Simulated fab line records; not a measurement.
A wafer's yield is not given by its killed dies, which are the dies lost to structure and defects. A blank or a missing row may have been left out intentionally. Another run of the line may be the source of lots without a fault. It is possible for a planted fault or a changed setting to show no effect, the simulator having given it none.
8D (eight disciplines) problem report, filled in by code / flow n5_finfet / the parts of the form that need people (team, actions taken, sign-off) are left out

## 1. WHAT IS WRONG
plate_temp_C at N5_BEOL_M11_COAT_59 reads a mean of 235.73 C on 6 wafers of 2 lots; wafers without a fault read 249.98 C with a standard deviation of 0.16. That is -89 standard deviations from the usual mean.
The step: time 60 s, resist thk 100 nm.
The first sign was on wafer L437.1 at day 14 01:15, on litho_track-01. The record has a number at this step for 18 wafers belonging to 6 lots. The rule behind "out" and "out of limits": a value lying over 4 standard deviations away from the usual mean. The other wafers with a number count as sound.

## 2. WHAT IT IS AND WHAT IT IS NOT
question=which readings at this step | is=plate_temp_C, heater_power_total_W | is not=-
question=which lots | is=L437, L439 | is not=L424, L425, L445, L447
question=which wafers of those lots | is=all that have a number | is not=-
question=read on which tools | is=litho_track-01 | is not=litho_track-05
question=when | is=from day 14 01:15 | is not=up to then (6 sound wafers); but 6 sound wafers of L445, L447 came after

## 3. WHAT RULES OUT EACH SUSPECT
Counting: a tool at any process step up to the reading remains a suspect when it ran all the lots that are out and ran no sound lot after the first of those.
- rtp_anneal-02 at N5_BEOL_M10_ANNEAL_51 (time 90 s): kept. It ran every lot that is out, first L437 (day 13 23:09), and no sound lot after that; its last sound lot up to then is L424 (day 9 08:25).
- pecvd-02 at N5_BEOL_M11_ILD_DEP_00 (deposits SiCOH lowk from DEMS/porogen, target thk 308.51 nm, time 58 s): ruled out as a lasting fault. Following L437 (day 13 23:56), the first lot on it that is out, the sound lots L445 were run on it.
- pecvd-04 at N5_BEOL_M11_PECVD_70 (deposits SiO2 from TEOS/O2, target thk 20 nm, time 22.7 s): ruled out as a lasting fault. Following L437 (day 14 00:36), the first lot on it that is out, the sound lots L447 were run on it.
- litho_track-01 at N5_BEOL_M11_COAT_59 (time 60 s, resist thk 100 nm): kept. It ran every lot that is out, first L437 (day 14 01:15), and no sound lot after that; its last sound lot up to then is L424 (day 9 11:24). On those wafers its own readings are out: heater_power_total_W, plate_temp_C.
Remaining after the count are rtp_anneal-02 at N5_BEOL_M10_ANNEAL_51 and litho_track-01 at N5_BEOL_M11_COAT_59.

## 4. THE CAUSE (what the simulator had put in)
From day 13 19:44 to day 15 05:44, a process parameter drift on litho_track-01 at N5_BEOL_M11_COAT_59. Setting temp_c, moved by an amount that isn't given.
After counting, 2 suspects remain, this tool included.

## 5. SEQUENCE OF EFFECTS, ordered by route
Each row: a reading whose mean over the struck wafers that have a number lies more than 3 standard deviations from the usual. Scope: only readings with a usual standard deviation given in the record; hours: median across lots of the time from each lot's start at the first step in this table that gives one to its start at this step; sigmas: change in usual standard deviations.
hours=0; step=N5_BEOL_M11_COAT_59; reading=heater_power_total_W; usual=500.6 W; on struck wafers=464.0; change=-36.6; sigmas=-20
hours=0; step=N5_BEOL_M11_COAT_59; reading=plate_temp_C; usual=249.98 C; on struck wafers=235.73; change=-14.25; sigmas=-89
Here are the process steps it includes:
- N5_BEOL_M11_COAT_59: time 60 s, resist thk 100 nm.

## 6. WHAT WOULD HAVE CAUGHT IT SOONER
6 hours passed between the start of the fault at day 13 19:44 and the first reading out of limits in this record, taken at day 14 01:15.
